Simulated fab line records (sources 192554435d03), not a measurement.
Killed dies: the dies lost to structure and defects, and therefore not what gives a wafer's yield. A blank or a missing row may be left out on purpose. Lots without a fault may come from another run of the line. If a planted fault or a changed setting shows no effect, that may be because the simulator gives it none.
fab line records    flow n5-finfet
record lots=7  wafers=21  last-day=17
route steps=1938 shown HKMG_FIN@441 BEOL_M4@1111 PASSIVATION@1936
lots untouched by any fault: they come from a run of this same line in which no faults occurred
start-h: hours from the record's first day to the start of the lot's first wafer shown    wait-h: hours elapsed since this lot's preceding step    " repeats the value in the row above    L1.1+2: a single row standing in for several wafers    - either no value or no given start    * or withheld: withheld    < > ~ a bound
route shown NAME@n: names a module that has steps shown in the file, with the first one's number in the route    usual: average and standard deviation across the fault-free wafers    same: alike in all rows    chamber/n: place in a boat    sites: per-site readings    _std_site: the values' standard deviation    _edge_site: mean of outer sites minus mean of inner sites    radius-mm: for every site, how far away it sits from the centre of the wafer    mask NAME#n: copy n    behind: the tool/chamber that last shaped the wafer    hold: the reason the lot was held/the length of the hold in hours/how it ended    device: transistor that didn't switch, given as n, p or np    end of line: tests of these same wafers at the route's end    step lacking rows: just its recipe    killed: count of dies lost to structure and defects at first sort (not the wafer's yield)    map: a wafer's dies, x killed, . not, _ none there
set.NAME: the run value of the setting; set.NAME@STEP: its run value at that earlier step    model.NAME: the simulator's own value behind a step, which no gauge read
lots seen at some steps along the route; tables by step, rows by wafer
services: the hour from which a tool's chamber was out of use, counted from the record's first day as start-h (under 0 if before that day), plus the number of hours and why
## steps
# step N5_HKMG_FIN_STRIP_19
# recipe chemistry=N2/H2  power-w=2500  temp-c=300  h2-frac=0.65  time-s=360  pressure-mtorr=withheld  n2-flow-sccm=1750  h2-flow-sccm=3250
# step N5_HKMG_FIN_ALD_91
# recipe material=TiN  target-thk-a=10  temp-c=400  ald-precursor-family=TiCl4  ald-co-reactant=NH3  pulse-time-s=1  purge-time-s=3  co-reactant-purge-time-s=2  co-reactant-pulse-time-s=2  ald-cycles=47  pressure-torr=3
# step N5_HKMG_FIN_COAT_85
# recipe resist=SOC  temp-c=250  time-s=60  spin-rpm=1500  resist-thk-nm=300
# step N5_HKMG_FIN_ETCH_86
# recipe chemistry=N2/H2  target=SOC  target-depth-a=3932  stop-on=TiN  ion-energy-ev=100  bias-w=61  pressure-mtorr=30  source-w=850  n2-flow-sccm=200  h2-flow-sccm=200
# usual bias-w=60.98/0.18  chamber-pressure-mTorr=30.00/0.031  drypump-motor-current-A=5.7/0.52  oes-product-au=0.76/0.076  rf-vpp-V=241.1/1.3  showerhead-plenum-p-Torr=2.58/0.08  throttle-valve-pct=17.85/0.22
lot.wafer  tool         chamber  start-h  wait-h  bias-w  chamber-pressure-mTorr  drypump-motor-current-A  oes-product-au  rf-hours-counter-h  rf-vpp-V  showerhead-plenum-p-Torr  throttle-valve-pct
L350.2     rie-diel-01  3        93.97    -       60.85   29.98                   5.3                      0.73            178                 241.1     2.62                      18.12
L350.4     "            1        "        "       61.18   29.97                   5.9                      0.68            235                 238.8     2.50                      18.06
L350.6     "            1        "        "       61.16   30.04                   5.9                      0.67            -                   240.7     2.50                      18.05
L358.1     rie-diel-05  1        144.39   -       60.84   30.02                   5.8                      0.80            83                  242.7     2.68                      17.95
L358.5     "            0        "        "       60.99   30.01                   6.6                      0.68            -                   240.5     2.51                      17.87
L358.6     "            1        "        "       60.95   29.99                   5.7                      0.81            -                   242.8     2.68                      17.94
L359.2     rie-diel-05  0        152.40   -       60.77   29.99                   6.6                      0.68            229                 240.7     2.51                      17.85
L359.5     "            0        "        "       61.07   29.95                   6.6                      0.68            -                   241.0     2.51                      17.86
L359.6     "            3        "        "       61.12   29.98                   5.7                      0.86            -                   241.6     2.69                      17.44
L360.1     rie-diel-06  3        155.41   -       60.96   29.98                   5.8                      0.73            154                 241.3     2.54                      18.00
L360.4     "            1        "        "       61.01   30.03                   5.2                      0.75            143                 239.9     2.54                      17.54
L360.6     "            2        "        "       61.03   29.99                   6.6                      0.69            -                   242.9     2.61                      17.85
L361.1     rie-diel-01  2        159.62   -       61.03   30.01                   6.1                      0.74            181                 243.5     2.65                      18.05
L361.4     "            1        "        "       60.88   30.02                   5.9                      0.97            -                   238.8     2.50                      17.66
L361.6     "            2        "        "       61.14   30.00                   6.1                      0.73            -                   240.1     2.65                      18.04
L368.3     rie-diel-01  2        204.24   -       60.70   30.03                   6.1                      0.72            197                 241.9     2.64                      18.09
L368.5     "            0        "        "       60.76   30.01                   5.1                      0.82            -                   239.0     2.45                      17.65
L368.6     "            1        "        "       61.16   29.95                   5.9                      0.92            -                   240.4     2.49                      17.67
L370.3     rie-diel-06  1        217.01   -       61.04   30.00                   5.2                      0.74            162                 240.4     2.53                      17.57
L370.4     "            2        "        "       61.20   30.01                   6.6                      0.69            240                 241.4     2.60                      17.88
L370.5     "            0        "        "       60.98   29.98                   4.9                      0.82            -                   240.3     2.48                      17.77
# step N5_HKMG_FIN_STRIP_89
# recipe chemistry=N2/H2  material=SOC  time-s=20  power-w=500  temp-c=40  pressure-mtorr=50  rf-frequency-hz=6e+07  bias-power-w=8  h2-frac=0.5  n2-flow-sccm=300  h2-flow-sccm=300
# usual drypump-motor-current-A=5.7/0.53  oes-product-au=0.77/0.075  rf-vpp-V=54.3/0.85  showerhead-plenum-p-Torr=3.40/0.1  throttle-valve-pct=19.0/0.32
lot.wafer  tool         chamber  start-h  wait-h  drypump-motor-current-A  oes-product-au  rf-hours-counter-h  rf-vpp-V  showerhead-plenum-p-Torr  throttle-valve-pct
L350.2     rie-diel-01  3        94.03    0.0     5.2                      0.75            178                 54.2      3.46                      19.2
L350.4     "            1        "        "       5.9                      0.68            236                 54.0      3.31                      19.3
L350.6     "            1        "        "       5.9                      0.68            -                   54.8      3.31                      19.3
L358.1     rie-diel-05  1        144.45   0.0     5.7                      0.80            84                  54.6      3.53                      19.2
L358.5     "            0        "        "       6.6                      0.69            -                   54.5      3.31                      19.4
L358.6     "            1        "        "       5.7                      0.80            -                   54.2      3.53                      19.2
L359.2     rie-diel-05  0        152.46   0.0     6.6                      0.69            229                 54.7      3.31                      19.4
L359.5     "            0        "        "       6.6                      0.69            -                   53.5      3.31                      19.4
L359.6     "            3        "        "       5.7                      0.86            -                   55.3      3.55                      18.6
L360.1     rie-diel-06  3        155.47   0.0     5.8                      0.74            154                 54.2      3.36                      19.1
L360.4     "            1        "        "       5.2                      0.76            143                 54.4      3.35                      18.5
L360.6     "            2        "        "       6.6                      0.70            -                   53.7      3.44                      18.7
L361.1     rie-diel-01  2        159.68   0.0     6.1                      0.75            181                 54.8      3.49                      19.4
L361.4     "            1        "        "       5.9                      0.99            -                   53.1      3.30                      18.9
L361.6     "            2        "        "       6.1                      0.75            -                   52.8      3.49                      19.3
L368.3     rie-diel-01  2        204.30   0.0     6.1                      0.74            198                 55.0      3.48                      19.4
L368.5     "            0        "        "       5.2                      0.81            -                   55.6      3.24                      18.6
L368.6     "            1        "        "       6.0                      0.93            -                   53.9      3.29                      18.9
L370.3     rie-diel-06  1        217.07   0.0     5.1                      0.74            163                 52.9      3.34                      18.5
L370.4     "            2        "        "       6.6                      0.69            240                 53.7      3.43                      18.7
L370.5     "            0        "        "       4.9                      0.83            -                   53.5      3.28                      18.8
# step N5_HKMG_FIN_WET_ETCH_87
# recipe chemistry=SC1  target=TiN  mix=1:2:40  temp-c=50  time-s=154.2  target-depth-nm=4.7  dry=ipa-marangoni  rinse-time-s=30  rinse-temp-c=23
# step N5_HKMG_FIN_STRIP_88
# recipe chemistry=N2/H2  power-w=2500  temp-c=300  h2-frac=0.65  time-s=360  pressure-mtorr=withheld  n2-flow-sccm=1750  h2-flow-sccm=3250
# usual drypump-motor-current-A=5.9/0.36  heater-power-w=471/34
lot.wafer  tool             chamber  start-h  wait-h  drypump-motor-current-A  heater-power-w  rf-hours-counter-h
L350.2     plasma-asher-02  0        94.22    0.0     6.2                      494             41
L350.4     "                1        "        "       6.0                      463             -
L350.6     "                1        "        "       6.0                      469             -
L358.1     plasma-asher-01  1        144.64   0.0     6.0                      415             97
L358.5     "                1        "        "       6.0                      415             -
L358.6     "                0        "        "       5.2                      499             -
L359.2     plasma-asher-02  0        152.67   0.0     6.2                      490             52
L359.5     "                1        "        "       6.0                      472             -
L359.6     "                0        "        "       6.2                      505             -
L360.1     plasma-asher-02  0        155.66   0.0     6.2                      491             53
L360.4     "                0        "        "       6.2                      482             -
L360.6     "                0        "        "       6.2                      491             -
L361.1     plasma-asher-02  0        159.87   0.0     6.2                      490             54
L361.4     "                0        "        "       6.2                      493             -
L361.6     "                1        "        "       6.0                      463             -
L368.3     plasma-asher-01  0        204.61   0.1     5.2                      495             -
L368.5     "                1        "        "       6.0                      415             -
L368.6     "                0        "        "       5.2                      514             -
L370.3     plasma-asher-02  1        217.38   0.1     6.0                      453             -
L370.4     "                0        "        "       6.2                      497             -
L370.5     "                0        "        "       6.2                      494             -
# step N5_HKMG_FIN_NWFM_ALD_20
# recipe material=TiAlC  target-thk-a=20  temp-c=300  ald-precursor-family=TiCl4  ald-co-reactant=TEA  pulse-time-s=3  purge-time-s=2  co-reactant-purge-time-s=2  co-reactant-pulse-time-s=10  ald-cycles=7  pressure-torr=3
# usual heater-power-w=501/55  precursor-pulse-height-rel=0.998/0.018
# same co-reactant-purge-time-s=2
lot.wafer  tool          chamber  start-h  wait-h  heater-power-w  precursor-pulse-height-rel
L350.2     ald-metal-04  0        94.61    0.3     575             1.021
L350.4     "             1        "        "       439             0.970
L350.6     "             2        "        "       509             0.966
L358.1     ald-metal-04  1        145.02   0.3     447             0.980
L358.5     "             1        "        "       445             0.984
L358.6     "             0        "        "       553             1.003
L359.2     ald-metal-03  2        153.05   0.3     550             0.989
L359.5     "             0        "        "       413             1.003
L359.6     "             3        "        "       458             1.009
L360.1     ald-metal-04  1        156.04   0.3     442             1.014
L360.4     "             2        "        "       498             0.971
L360.6     "             0        "        "       554             1.024
L361.1     ald-metal-03  2        160.26   0.3     554             1.007
L361.4     "             3        "        "       466             0.992
L361.6     "             1        "        "       475             1.018
L368.3     ald-metal-01  2        204.88   0.1     529             0.998
L368.5     "             0        "        "       579             1.015
L368.6     "             3        "        "       570             1.014
L370.3     ald-metal-04  0        217.64   0.1     555             1.008
L370.4     "             3        "        "       545             0.995
L370.5     "             3        "        "       538             1.006
# step N5_HKMG_FIN_ALD_71
# recipe material=TiN  target-thk-a=10  temp-c=400  ald-precursor-family=TiCl4  ald-co-reactant=NH3  pulse-time-s=1  purge-time-s=3  co-reactant-purge-time-s=2  co-reactant-pulse-time-s=2  ald-cycles=47  pressure-torr=3
# step N5_HKMG_FIN_COAT_66
# recipe resist=SOC  temp-c=250  time-s=60  spin-rpm=1500  resist-thk-nm=300
# step N5_HKMG_FIN_ETCH_67
# recipe chemistry=N2/H2  target=SOC  target-depth-a=3889  stop-on=TiN  ion-energy-ev=100  bias-w=61  pressure-mtorr=30  source-w=850  n2-flow-sccm=200  h2-flow-sccm=200
# step N5_HKMG_FIN_STRIP_90
# recipe chemistry=N2/H2  material=SOC  time-s=20  power-w=500  temp-c=40  pressure-mtorr=50  rf-frequency-hz=6e+07  bias-power-w=8  h2-frac=0.5  n2-flow-sccm=300  h2-flow-sccm=300
# usual drypump-motor-current-A=5.7/0.53  oes-product-au=0.77/0.076  rf-vpp-V=54.4/0.86  showerhead-plenum-p-Torr=3.43/0.1  throttle-valve-pct=19.0/0.32
lot.wafer  tool         chamber  start-h  wait-h  drypump-motor-current-A  oes-product-au  rf-hours-counter-h  rf-vpp-V  showerhead-plenum-p-Torr  throttle-valve-pct
L350.2     rie-diel-06  2        95.11    0.0     6.6                      0.71            201                 54.7      3.45                      18.7
L350.4     "            1        "        "       5.1                      0.78            127                 55.5      3.36                      18.4
L350.6     "            3        "        "       5.8                      0.77            -                   55.1      3.37                      19.1
L358.1     rie-diel-01  2        145.52   0.0     6.1                      0.75            173                 53.9      3.49                      19.3
L358.5     "            2        "        "       6.1                      0.75            -                   54.1      3.49                      19.3
L358.6     "            0        "        "       5.2                      0.84            -                   53.6      3.25                      18.6
L359.2     rie-diel-05  0        153.55   0.0     6.6                      0.69            229                 53.5      3.31                      19.4
L359.5     "            3        "        "       5.7                      0.87            -                   53.0      3.55                      18.6
L359.6     "            2        "        "       5.1                      0.70            -                   53.3      3.48                      19.2
L360.1     rie-diel-05  3        156.59   0.0     5.7                      0.87            41                  55.0      3.55                      18.6
L360.4     "            2        "        "       5.1                      0.69            209                 54.8      3.47                      19.2
L360.6     "            0        "        "       6.6                      0.69            -                   53.9      3.31                      19.4
L361.1     rie-diel-05  2        160.76   0.0     5.2                      0.69            210                 53.2      3.47                      19.2
L361.4     "            0        "        "       6.6                      0.68            232                 54.6      3.31                      19.4
L361.6     "            3        "        "       5.7                      0.85            -                   54.3      3.55                      18.6
L368.3     rie-diel-01  0        205.37   0.0     5.2                      0.81            71                  53.7      3.24                      18.6
L368.5     "            3        "        "       5.3                      0.73            -                   55.6      3.44                      19.2
L368.6     "            0        "        "       5.2                      0.81            -                   54.2      3.24                      18.6
L370.3     rie-diel-01  3        218.42   0.0     5.3                      0.71            219                 53.7      3.44                      19.2
L370.4     "            2        "        "       6.1                      0.74            202                 53.7      3.48                      19.4
L370.5     "            3        "        "       5.3                      0.72            -                   54.7      3.44                      19.2
# step N5_HKMG_FIN_WET_ETCH_73
# recipe chemistry=SC1  mix=1:2:40  temp-c=50  time-s=42.3  target-depth-nm=1.3  dry=ipa-marangoni  rinse-time-s=30  rinse-temp-c=23
# usual bath-guard-temp-C=50.0/0.5  bath-heat-duty-pct=6.9/0.81
lot.wafer  tool          chamber  start-h  wait-h  bath-guard-temp-C  bath-heat-duty-pct
L350.2     wet-bench-05  3        95.21    0.1     49.2               9.1
L350.4     "             6        "        "       50.3               6.7
L350.6     "             1        "        "       49.5               7.2
L358.1     wet-bench-03  2        145.62   0.1     50.5               7.6
L358.5     "             4        "        "       50.5               7.1
L358.6     "             3        "        "       50.6               6.6
L359.2     wet-bench-02  6        153.65   0.1     -                  -
L359.5     "             1        "        "       -                  -
L359.6     "             7        "        "       -                  -
L360.1     wet-bench-02  1        156.69   0.1     -                  -
L360.4     "             3        "        "       -                  -
L360.6     "             0        "        "       -                  -
L361.1     wet-bench-05  7        160.86   0.1     -                  -
L361.4     "             3        "        "       -                  -
L361.6     "             4        "        "       -                  -
L368.3     wet-bench-05  4        205.47   0.1     50.2               7.9
L368.5     "             1        "        "       49.5               7.5
L368.6     "             3        "        "       49.7               8.1
L370.3     wet-bench-03  0        218.52   0.1     49.4               6.5
L370.4     "             1        "        "       50.5               6.8
L370.5     "             7        "        "       49.2               6.9
# step N5_HKMG_FIN_ETCHBACK_68
# recipe chemistry=Cl2/Ar  stop-on=HfO2  target-depth-a=5  pressure-mtorr=10  icp-w=600  bias-w=60  Cl2_flow_sccm=40  Ar_flow_sccm=60
# step N5_BEOL_M4_RC_MEAS_101
# usual DIBL_N=35.8/1.6  DIBL_P=36.0/2.1  IOFF_N=0.153/0.026  IOFF_P=0.21/0.037  ION_N=673/11  ION_P=462/7.6  SS_N=71.4/0.53  SS_P=73.2/0.67  VT_N=250/3.2  VT_P=-250/3.7
lot.wafer  tool       chamber  start-h  wait-h  DIBL_N[mV/V]  DIBL_P[mV/V]  IOFF_N[nA/um]  IOFF_P[nA/um]  ION_N[uA/um]  ION_P[uA/um]  SS_N[mV/dec]  SS_P[mV/dec]  VT_N[mV]  VT_P[mV]
L350.2     prober-02  0        192.38   0.2     36.0          35.3          0.145          0.19           670           461           71.0          73.7          253       -251
L350.4     "          0        "        "       35.1          34.7          0.123          0.18           667           449           70.8          72.5          254       -253
L350.6     "          0        "        "       37.2          36.9          0.149          0.22           669           461           71.7          73.1          254       -249
L359.2     prober-02  0        240.85   0.2     34.3          34.2          0.139          0.19           684           462           71.4          72.5          250       -249
L359.5     "          0        "        "       35.3          34.1          0.137          0.19           665           462           70.9          72.5          252       -251
L359.6     "          0        "        "       35.5          36.5          0.165          0.24           690           473           71.1          73.1          246       -246
L358.1     prober-01  0        245.27   0.0     35.3          36.0          0.160          0.18           678           456           71.4          73.2          249       -252
L358.5     "          0        "        "       35.1          35.6          0.145          0.17           658           453           71.7          72.6          250       -255
L358.6     "          0        "        "       36.8          37.9          0.188          0.20           684           451           72.5          73.9          247       -252
L361.1     prober-02  0        249.51   0.0     36.2          37.7          0.169          0.24           684           481           71.1          74.0          246       -247
L361.4     "          0        "        "       37.4          38.1          0.176          0.26           677           470           72.2          73.0          246       -248
L361.6     "          0        "        "       37.2          38.2          0.172          0.25           668           467           72.7          73.0          248       -247
L360.1     prober-01  0        251.66   0.0     35.4          35.5          0.170          0.22           681           464           72.2          72.7          248       -249
L360.4     "          0        "        "       33.6          34.4          0.129          0.20           656           459           71.7          72.3          254       -250
L360.6     "          0        "        "       33.7          34.3          0.134          0.19           660           461           71.2          72.1          251       -250
L368.3     prober-02  0        302.71   0.3     39.4          39.4          0.192          0.24           675           463           71.8          73.6          248       -246
L368.5     "          0        "        "       39.6          40.7          0.196          0.26           671           462           71.4          74.8          247       -247
L368.6     "          0        "        "       37.3          38.1          0.157          0.22           669           465           70.8          73.8          252       -250
L370.3     prober-01  0        306.44   0.3     36.8          34.1          0.152          0.18           670           456           71.5          73.1          252       -255
L370.4     "          0        "        "       36.2          35.0          0.149          0.20           674           455           71.8          73.4          251       -254
L370.5     "          0        "        "       35.1          33.0          0.130          0.17           664           455           71.4          73.3          253       -254
# step N5_PASSIVATION_PROBE_49
# usual defect-limited-yield=91.3/1.5  killed_at_M0_to_M3=33/12  killed_at_M4_up=13/5.2  killed-at-contacts=13/6.7  killed-at-front-end=40/11  killed-at-other=4.1/2.7  killed-dies=103/17  killed-on-rim=14/4.2  killed-open=69/13  killed-short=33/8.4  sort_bin_5_function=5.1/1  sort_bin_6_memory=3.2/0.62  sort-n-pass=1077/17  sort-yield-pct=91.3/1.5
# same gross-dies=1180  killed-at-back-side=0  sort_bin_4_leakage[%]=0  sort_bin_8_speed[%]=0
lot.wafer  tool       chamber  start-h  wait-h  defect-limited-yield[%]  killed_at_M0_to_M3  killed_at_M4_up  killed-at-contacts  killed-at-front-end  killed-at-other  killed-dies  killed-on-rim  killed-open  killed-short  sort_bin_5_function[%]  sort_bin_6_memory[%]  sort-n-pass  sort-yield-pct[%]
L350.2     prober-02  -        303.85   0.1     92.5                     35                  16               8                   25                   4                88           9              64           22            4.7                     2.4                   1092         92.5
L350.4     prober-02  -        303.95   0.2     94.2                     24                  10               13                  19                   3                69           8              44           25            3.6                     2.1                   1111         94.2
L350.6     prober-02  -        304.05   0.3     90.4                     39                  13               15                  41                   5                113          15             72           41            5.1                     4.1                   1067         90.4
L359.2     prober-01  -        344.05   0.1     91.9                     33                  15               10                  32                   5                95           10             60           35            4.8                     3.1                   1085         91.9
L359.5     prober-01  -        344.20   0.2     89.7                     25                  18               17                  58                   3                121          13             88           33            6.0                     3.8                   1059         89.7
L359.6     prober-01  -        344.25   0.3     91.7                     29                  14               12                  39                   4                98           11             75           23            5.8                     2.4                   1082         91.7
L358.1     prober-01  -        358.54   0.7     89.7                     27                  19               20                  53                   3                122          15             81           39            5.8                     3.9                   1058         89.7
L358.5     prober-01  -        358.74   0.9     91.5                     27                  19               10                  44                   0                100          15             71           27            5.4                     2.8                   1080         91.5
L358.6     prober-01  -        358.79   1.0     91.4                     22                  11               12                  56                   0                101          11             71           28            4.3                     3.6                   1079         91.4
L360.1     prober-01  -        358.84   0.9     92.8                     22                  14               6                   31                   12               85           10             56           25            5.3                     1.8                   1095         92.8
L360.4     prober-01  -        358.99   1.0     92.5                     33                  11               6                   34                   4                88           17             59           28            5.1                     2.2                   1092         92.5
L360.6     prober-01  -        359.09   1.1     91.6                     34                  11               12                  36                   6                99           14             71           23            6.2                     2.1                   1081         91.6
L361.1     prober-02  -        363.70   0.0     90.5                     39                  8                14                  45                   6                112          17             74           38            5.2                     4.1                   1068         90.5
L361.4     prober-02  -        363.85   0.2     91.9                     37                  10               6                   42                   1                96           18             64           26            4.7                     3.0                   1084         91.9
L361.6     prober-02  -        363.95   0.3     91.9                     28                  15               11                  37                   4                95           16             67           26            4.7                     3.3                   1085         91.9
L368.3     prober-02  -        396.53   0.1     91.1                     45                  13               7                   38                   2                105          20             64           38            5.2                     3.5                   1075         91.1
L368.5     prober-02  -        396.63   0.2     91.8                     36                  14               9                   34                   4                97           7              59           36            5.1                     2.5                   1083         91.8
L368.6     prober-02  -        396.68   0.3     91.8                     42                  10               6                   38                   1                97           17             52           44            4.7                     2.9                   1083         91.8
L370.3     prober-02  -        410.73   0.1     92.6                     31                  22               8                   26                   0                87           17             66           21            4.2                     3.1                   1093         92.6
L370.4     prober-02  -        410.78   0.2     92.2                     23                  21               18                  30                   0                92           10             63           29            4.8                     2.7                   1088         92.2
L370.5     prober-02  -        410.83   0.2     92.4                     20                  25               20                  23                   2                90           12             68           21            4.7                     2.9                   1090         92.4
# killed by level:class
L350.2 BEOL_M4:geometric-particle:open=10 BEOL_M0_SAQP:geometric-particle:open=9 BEOL_M2:geometric-particle:open=8 MOL_CONTACT_COAG:geometric-particle:open=7 BEOL_M1:geometric-particle:open=6 FIN_SAQP:geometric-particle:open=5 GATE_CUT:geometric-particle:short=5 BEOL_M0_SAQP:geometric-particle:short=5
L350.4 MOL_CONTACT_COAG:geometric-particle:open=12 BEOL_M0_SAQP:geometric-particle:open=6 BEOL_M0_SAQP:geometric-particle:short=6 BEOL_M4:geometric-particle:open=6 FIN_SAQP:geometric-particle:open=4 BEOL_M2:geometric-particle:open=4 FIN_SAQP:geometric-particle:short=3 STARTING-WAFER:geometric-particle:short=3
L350.6 FIN_SAQP:geometric-particle:short=11 MOL_CONTACT_COAG:geometric-particle:open=11 BEOL_M1:geometric-particle:open=9 STI_FIN_REVEAL:geometric-particle:open=8 BEOL_M0_SAQP:geometric-particle:short=8 FIN_SAQP:geometric-particle:open=6 BEOL_M0_SAQP:geometric-particle:open=6 BEOL_M4:geometric-particle:open=5
L359.2 BEOL_M4:geometric-particle:open=12 MOL_CONTACT_COAG:geometric-particle:open=8 FIN_SAQP:geometric-particle:open=6 BEOL_M0_SAQP:geometric-particle:short=6 BEOL_M3:geometric-particle:open=6 FIN_SAQP:geometric-particle:short=5 BEOL_M1:geometric-particle:open=5 BEOL_M3:geometric-particle:short=5
L359.5 FIN_SAQP:geometric-particle:open=20 MOL_CONTACT_COAG:geometric-particle:open=14 BEOL_M4:geometric-particle:open=12 STI_FIN_REVEAL:geometric-particle:open=11 GATE_CUT:geometric-particle:short=7 BEOL_M1:geometric-particle:open=6 FIN_SAQP:geometric-particle:short=4 BEOL_M0:geometric-particle:open=4
L359.6 STI_FIN_REVEAL:geometric-particle:open=10 MOL_CONTACT_COAG:geometric-particle:open=9 FIN_SAQP:geometric-particle:open=7 BEOL_M2:geometric-particle:open=7 BEOL_M4:geometric-particle:open=7 GATE_CUT:geometric-particle:open=5 BEOL_M1:geometric-particle:open=5 BEOL_M3:geometric-particle:open=5
L358.1 MOL_CONTACT_COAG:geometric-particle:open=17 STI_FIN_REVEAL:geometric-particle:open=15 GATE_CUT:geometric-particle:open=10 BEOL_M1:geometric-particle:open=8 STI_FIN_REVEAL:geometric-particle:short=7 BEOL_M4:geometric-particle:open=7 GATE_CUT:geometric-particle:short=6 BEOL_M2:geometric-particle:open=6
L358.5 STI_FIN_REVEAL:geometric-particle:open=19 MOL_CONTACT_COAG:geometric-particle:open=9 BEOL_M0_SAQP:geometric-particle:open=8 FIN_SAQP:geometric-particle:open=7 BEOL_M0_SAQP:geometric-particle:short=6 BEOL_M4:geometric-particle:open=5 GATE_CUT:geometric-particle:open=5 FIN_SAQP:geometric-particle:short=4
L358.6 STI_FIN_REVEAL:geometric-particle:open=21 MOL_CONTACT_COAG:geometric-particle:open=9 BEOL_M3:geometric-particle:open=8 DUMMY_GATE:geometric-particle:open=6 BEOL_M4:geometric-particle:open=6 FIN_SAQP:geometric-particle:short=4 STI_FIN_REVEAL:geometric-particle:short=4 GATE_CUT:geometric-particle:open=4
L360.1 STI_FIN_REVEAL:geometric-particle:open=9 MOL_CONTACT_COAG:geometric-particle:open=6 BEOL_M2:geometric-particle:open=5 BEOL_M0_SAQP:geometric-particle:short=4 BEOL_M0_SAQP:geometric-particle:open=4 BEOL_M4:geometric-particle:open=4 ILD0:geometric-particle:short=3 GATE_CUT:geometric-particle:short=3
L360.4 FIN_SAQP:geometric-particle:open=11 BEOL_M2:geometric-particle:open=10 BEOL_M0_SAQP:geometric-particle:short=6 STI_FIN_REVEAL:geometric-particle:open=5 DUMMY_GATE:geometric-particle:open=5 MOL_CONTACT_COAG:geometric-particle:open=5 BEOL_M4:geometric-particle:open=5 FIN_SAQP:geometric-particle:short=4
L360.6 STI_FIN_REVEAL:geometric-particle:open=11 MOL_CONTACT_COAG:geometric-particle:open=10 BEOL_M0_SAQP:geometric-particle:short=8 FIN_SAQP:geometric-particle:open=7 BEOL_M0_SAQP:geometric-particle:open=7 DUMMY_GATE:geometric-particle:open=6 BEOL_M1:geometric-particle:open=6 BEOL_M2:geometric-particle:open=5
L361.1 STI_FIN_REVEAL:geometric-particle:open=15 MOL_CONTACT_COAG:geometric-particle:open=12 BEOL_M3:geometric-particle:open=9 FIN_SAQP:geometric-particle:open=7 BEOL_M0_SAQP:geometric-particle:short=6 GATE_CUT:geometric-particle:short=5 BEOL_M3:geometric-particle:short=5 FIN_SAQP:geometric-particle:short=4
L361.4 FIN_SAQP:geometric-particle:open=7 STI_FIN_REVEAL:geometric-particle:open=7 BEOL_M3:geometric-particle:open=7 BEOL_M2:geometric-particle:open=6 MOL_CONTACT_COAG:geometric-particle:open=5 DUMMY_GATE:geometric-particle:open=5 GATE_CUT:geometric-particle:open=5 BEOL_M1:geometric-particle:short=5
L361.6 FIN_SAQP:geometric-particle:open=12 MOL_CONTACT_COAG:geometric-particle:open=9 DUMMY_GATE:geometric-particle:open=7 BEOL_M3:geometric-particle:open=7 BEOL_M5:geometric-particle:open=7 FIN_SAQP:geometric-particle:short=4 STI_FIN_REVEAL:geometric-particle:open=4 BEOL_M0_SAQP:geometric-particle:short=4
L368.3 FIN_SAQP:geometric-particle:short=16 BEOL_M3:geometric-particle:open=10 MOL_CONTACT_COAG:geometric-particle:open=7 BEOL_M0_SAQP:geometric-particle:open=7 BEOL_M0:geometric-particle:open=7 BEOL_M1:geometric-particle:open=7 BEOL_M0_SAQP:geometric-particle:short=6 BEOL_M4:geometric-particle:open=6
L368.5 BEOL_M0_SAQP:geometric-particle:short=9 BEOL_M1:geometric-particle:open=9 FIN_SAQP:geometric-particle:short=8 BEOL_M0_SAQP:geometric-particle:open=8 MOL_CONTACT_COAG:geometric-particle:open=6 BEOL_M4:geometric-particle:open=5 FIN_SAQP:geometric-particle:open=4 STI_FIN_REVEAL:geometric-particle:open=4
L368.6 FIN_SAQP:geometric-particle:short=12 BEOL_M0_SAQP:geometric-particle:short=9 BEOL_M3:geometric-particle:open=9 BEOL_M0_SAQP:geometric-particle:open=8 BEOL_M4:geometric-particle:open=8 FIN_SAQP:geometric-particle:open=7 BEOL_M1:geometric-particle:open=6 BEOL_M1:geometric-particle:short=5
L370.3 BEOL_M4:geometric-particle:open=15 BEOL_M3:geometric-particle:open=8 FIN_SAQP:geometric-particle:open=7 BEOL_M2:geometric-particle:open=6 MOL_CONTACT_COAG:geometric-particle:open=5 STARTING-WAFER:geometric-particle:open=5 DUMMY_GATE:geometric-particle:open=4 BEOL_M0_SAQP:geometric-particle:short=4
L370.4 BEOL_M4:geometric-particle:open=15 MOL_CONTACT_COAG:geometric-particle:open=11 MOL_CONTACT_COAG:geometric-particle:short=7 STI_FIN_REVEAL:geometric-particle:open=6 BEOL_M2:geometric-particle:open=6 FIN_SAQP:geometric-particle:short=5 STARTING-WAFER:geometric-particle:short=5 FIN_SAQP:geometric-particle:open=4
L370.5 MOL_CONTACT_COAG:geometric-particle:open=18 BEOL_M4:geometric-particle:open=15 FIN_SAQP:geometric-particle:short=7 FIN_SAQP:geometric-particle:open=6 BEOL_M3:geometric-particle:open=6 BEOL_M2:geometric-particle:open=5 BEOL_M1:geometric-particle:open=4 STI_FIN_REVEAL:geometric-particle:open=3
## services
tool             chamber  start-h  hours  kind
rie-diel-06      3        73.64    6.6    repair
rie-diel-05      2        80.74    5.5    repair
ald-metal-01     0        80.85    11.0   repair
ald-metal-03     -        85.15    8.7    pm
ald-metal-03     1        94.58    5.6    repair
wet-bench-02     -        107.12   2.6    repair
rie-diel-05      0        110.92   6.6    repair
rie-diel-06      1        116.06   7.0    repair
rie-diel-01      1        140.38   -      clean
rie-diel-01      1        140.38   -      consumable-replace:focus-ring
rie-diel-01      1        140.38   15.4   scheduled-down
rie-diel-01      1        140.38   15.4   vent-cycle
plasma-asher-02  -        142.88   3.1    repair
wet-bench-03     -        147.21   5.3    repair
wet-bench-03     -        157.16   1.3    repair
ald-metal-03     -        175.34   1.8    repair
ald-metal-04     -        192.07   2.8    pm
rie-diel-01      1        194.65   3.8    repair
ald-metal-01     0        196.31   3.3    repair
rie-diel-05      1        208.51   1.2    repair
rie-diel-05      0        212.49   -      clean
rie-diel-05      0        212.49   -      consumable-replace:focus-ring
rie-diel-05      0        212.49   26.6   scheduled-down
rie-diel-05      0        212.49   26.6   vent-cycle
## key
first-sign step=N5_HKMG_FIN_WET_ETCH_73  reading=tool-record  direction=missing
effect none on later readings
met-at N5_HKMG_FIN_WET_ETCH_73
struck-wafers L359.2,L359.5,L359.6,L360.1,L360.4,L360.6,L361.1,L361.4,L361.6
onset-between 95.21 153.65
fault kind=skipped-step-whole  tool=wet-bench-02,wet-bench-05  chamber=-  onset-h=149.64  steps=N5_HKMG_FIN_WET_ETCH_73  scope=struck-lots-only
